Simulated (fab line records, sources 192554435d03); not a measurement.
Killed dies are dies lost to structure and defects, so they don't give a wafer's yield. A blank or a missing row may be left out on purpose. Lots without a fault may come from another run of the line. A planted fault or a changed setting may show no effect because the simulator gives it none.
A struck lot beside a sound one | flow n5_finfet | 37 steps out of a route of 1938
Sound: wafers L378.2, L378.3, L378.4. Struck: wafers L370.1, L370.3, L370.6. The cause comes at the end.
At each step with rows: each side's tool, then ch and its chambers, then its first start. Under that, the readings that differ: sound wafers | struck wafers | difference of the means | sigmas: that difference in standard deviations of wafers without a fault.
alike: readings whose means differ by less than 2 such deviations, and words and numbers that are the same on both sides. not compared: withheld readings, readings that some wafer has no value for, bounds like >300 that may hide the same value, and numbers for which the record gives no deviation and whose values overlap.
The two part at a step that has a row with sigmas, a row that says differs or no value, or rows on one side only. Numbers that don't overlap but have no deviation are shown without sigmas and don't part them. A reading that every wafer of one side lacks parts them only if that side has two wafers or more.

first, 10 steps without rows for these wafers: N5_BEOL_M5_ILD_DEP_00 (deposits SiCOH lowk from DEMS/porogen, target thk 140.64 nm, time 25.9 s); N5_BEOL_M5_CURE_79 (cures SiCOH lowk, time 240 s); N5_BEOL_M5_PECVD_70 (deposits SiO2 from TEOS/O2, target thk 16 nm, time 18 s); N5_BEOL_M5_HM_DEP_02 (deposits TiN, target thk 20 nm); N5_BEOL_M5_COAT_59 (time 60 s, resist thk 60 nm); N5_BEOL_M5_COAT_60 (time 60 s, resist thk 12 nm); N5_BEOL_M5_COAT_71 (time 60 s, resist thk 5 nm); N5_BEOL_M5_COAT_05 (resist thk 30 nm); N5_BEOL_M5_EBR_07; N5_BEOL_M5_SOFTBAKE_06 (time 60 s).
N5_BEOL_M5_EXPOSE_08: exposes mask M5, target cd 28 nm.
  sound on euv_scanner-02 ch 0, day 15 07:05; struck on euv_scanner-01 ch 0, day 13 06:28
  reading              | sound             | struck            | difference | sigmas
  exposure_dose_mJ_cm2 | 35.57 35.63 35.59 | 34.07 34.07 34.09 | -1.52      | -31
  alike: mask, focus_offset_nm
then, 2 steps without rows for these wafers: N5_BEOL_M5_PEB_09 (peb time 60 s); N5_BEOL_M5_DEVELOP_10 (develop time 30 s).
N5_BEOL_M5_CD_MEAS_11: target cd 27.74 nm.
  sound on cd_sem-03 ch 0, day 15 07:12; struck on cd_sem-03 ch 0, day 13 06:35
  reading    | sound             | struck            | difference | sigmas
  cd_nm (nm) | 28.08 28.05 27.62 | 26.53 26.54 26.84 | -1.28      | -5
N5_BEOL_M5_DESCUM_16: chemistry O2, time 7 s.
  sound on rie_diel-02 ch 1,2,3, day 15 09:23; struck on rie_diel-02 ch 0,2,3, day 13 06:49
  reading                  | sound      | struck     | difference | sigmas
  model.BEOL_M5.cd_nm (nm) | 28 28 27.8 | 27 27 26.8 | -1         |
  alike: drypump_motor_current_A, oes_product_au, rf_vpp_V, showerhead_plenum_p_Torr, throttle_valve_pct
  not compared: rf_hours_counter_h
then, 8 steps without rows for these wafers: N5_BEOL_M5_ETCH_72 (etches underlayer in N2/H2, target depth 6.5 nm, time 5.2 s); N5_BEOL_M5_ETCH_61 (etches SiARC in CF4, target depth 15.6 nm, time 26 s); N5_BEOL_M5_ETCH_62 (etches SOC in N2/H2, target depth 75 nm, overetch 15 nm, time 112.5 s); N5_BEOL_M5_STRIP_63 (strips in N2/H2); N5_BEOL_M5_STRIP_73 (strips in N2/H2); N5_BEOL_M5_STRIP_64 (strips in CF4); N5_BEOL_M5_HM_OPEN_17 (chemistry Cl2/BCl3, target TiN, target depth 20 nm, overetch 6 nm); N5_BEOL_M5_STRIP_19 (strips in O2).
N5_BEOL_M5_CD_MEAS_18: pitch 56 nm, target cd 28 nm.
  sound on cd_sem-03, day 15 09:55; struck on cd_sem-03, day 13 07:14
  reading    | sound          | struck         | difference | sigmas
  cd_nm (nm) | 27.7 28.3 27.9 | 27.5 27.3 27.1 | -0.7       | -2
then, 11 steps without rows for these wafers: N5_BEOL_M5_COAT_65 (time 60 s, resist thk 60 nm); N5_BEOL_M5_COAT_66 (time 60 s, resist thk 12 nm); N5_BEOL_M5_COAT_74 (time 60 s, resist thk 5 nm); N5_BEOL_M5_COAT_22 (resist thk 30 nm); N5_BEOL_M5_EBR_24; N5_BEOL_M5_SOFTBAKE_23 (time 60 s); N5_BEOL_M5_EXPOSE_25 (exposes mask V4, defocus 10 nm); N5_BEOL_M5_PEB_26 (peb time 60 s); N5_BEOL_M5_DEVELOP_27 (develop time 30 s); N5_BEOL_M5_DESCUM_33 (chemistry O2, time 7 s); N5_BEOL_M5_ETCH_75 (etches underlayer in N2/H2, target depth 6.5 nm, time 5.2 s).
N5_BEOL_M5_ETCH_41: etches SiCN in CH3F/O2, target depth 31.5 nm, time 56.7 s.
  sound on rie_diel-02 ch 0,1,2; struck on rie_diel-03 ch 1,2
  reading                  | sound      | struck       | difference | sigmas
  model.BEOL_M5.cd_nm (nm) | 28 28 27.8 | 27.4 27.2 27 | -0.7       |
  alike: drypump_motor_current_A, oes_product_au, rf_vpp_V, showerhead_plenum_p_Torr, throttle_valve_pct
  not compared: rf_hours_counter_h
-- the record jumps here: 5 days lie between the struck wafers' starts before and after (it left off in module BEOL_M5 and takes up again in module PASSIVATION, whose first step shown is number 1936 of the route) --
N5_PASSIVATION_PROBE_49:
  sound on prober-01, day 20 03:10; struck on prober-01, day 18 01:21
  reading         | sound | struck | difference | sigmas
  killed_at_other | 1 2 0 | 4 9 13 | +8         | +3
  alike: defect_limited_yield, killed_at_M0_to_M3, killed_at_M4_up, killed_at_contacts, killed_at_front_end, killed_dies, killed_on_rim, killed_open, killed_short, sort_bin_5_function, sort_bin_6_memory, sort_n_pass, sort_yield_pct

WHERE THEY PART
First at N5_BEOL_M5_EXPOSE_08; last, within this record, at N5_PASSIVATION_PROBE_49.

WHY: what the simulator had put in
Process parameter drift: euv_scanner-01, from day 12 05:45 on, at N5_BEOL_M5_EXPOSE_08. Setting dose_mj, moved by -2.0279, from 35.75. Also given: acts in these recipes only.
